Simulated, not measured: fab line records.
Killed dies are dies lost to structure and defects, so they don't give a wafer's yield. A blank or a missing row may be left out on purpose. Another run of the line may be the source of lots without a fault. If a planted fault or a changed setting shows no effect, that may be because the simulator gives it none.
Problem report in the 8D (eight disciplines) form, filled by code | flow n5 finfet | the parts of the form that need people (team, actions taken, sign-off) are left out

== 1. PROBLEM STATEMENT ==
At N5_BEOL_M0_SAQP_MANDREL_ETCH_20, oes product au averages 0.687 a.u. over 4 wafers from 3 lots, while fault-free wafers read 0.779 a.u., standard deviation 0.012. Measured from the usual mean, that is -7.7 standard deviations.
The step: etches a-Si in HBr/Cl2, stops on SiNx, target depth 60 nm, bt time 10 s, time 30 s.
The first sign was on wafer L298.2 at day 9 14:34, on rie si-06. Wafers with a number at this step in the record: 13, from 5 lots. The rule behind "out" and "out of limits": a value lying over 4 standard deviations away from the usual mean. Any other wafer with a number is counted as sound.

== 2. WHAT IT IS, AND WHAT IT ISN'T ==
question                    | is                             | is not
which readings at this step | oes product au                 | HBr_flow_sccm, drypump motor current A, mfc cl2 sccm, throttle valve pct
which lots                  | L298, L301, L302               | L286, L294
which wafers of those lots  | L298.2, L301.2, L302.2, L302.6 | L298.3, L301.3, L302.1
read on which tools         | rie si-06                      | -
when                        | from day 9 14:34               | up to then (7 sound wafers); but 2 sound wafers of L301, L302 came after

== 3. THE SUSPECTS, EACH WITH WHAT RULES IT OUT ==
Counting: if a tool at a process step up to the reading ran every lot that is out, it stays a suspect. Sound lots after the first of them don't rule it out here, since some wafers of a struck lot are sound.
- rie si-06 at N5_BEOL_M0_SAQP_MANDREL_ETCH_20 (etches a-Si in HBr/Cl2, stops on SiNx, target depth 60 nm, bt time 10 s, time 30 s): kept. Ran every lot that is out, first one L298 (day 9 14:34); last sound lot up to then L294 (day 8 04:50). Out on those wafers are its own readings of oes product au.
The count leaves rie si-06 at N5_BEOL_M0_SAQP_MANDREL_ETCH_20.

== 4. THE CAUSE (what the simulator had put in) ==
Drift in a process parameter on rie si-06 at N5_BEOL_M0_SAQP_MANDREL_ETCH_20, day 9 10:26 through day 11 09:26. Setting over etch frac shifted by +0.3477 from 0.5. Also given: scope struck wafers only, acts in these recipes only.
Only this tool survived the counting.

== 5. THE EFFECT CHAIN, in route order ==
Rows list readings where the struck wafers' mean (over those with a number) sits beyond 3 standard deviations from the usual. Only readings whose record carries a usual standard deviation are examined. hours: median over the lots of the time between each lot's start at the first step of this table that gives one and its start at this step. sigmas: the change, counted in usual standard deviations.
hours | step                            | reading        | usual      | on struck wafers | change | sigmas
0     | N5_BEOL_M0_SAQP_MANDREL_ETCH_20 | oes product au | 0.779 a.u. | 0.687            | -0.092 | -7.7
It contains these process steps:
- N5_BEOL_M0_SAQP_MANDREL_ETCH_20: etches a-Si in HBr/Cl2, stops on SiNx, target depth 60 nm, bt time 10 s, time 30 s.
At these later measuring or inspecting steps, every struck wafer for which the step has a row has a number for every such reading, and none has moved that far: N5_BEOL_M4_RC_MEAS_101.

== 6. HOW IT WOULD HAVE BEEN CAUGHT EARLIER ==
4 hours passed between the start of the fault at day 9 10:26 and the first reading out of limits in this record, taken at day 9 14:34.
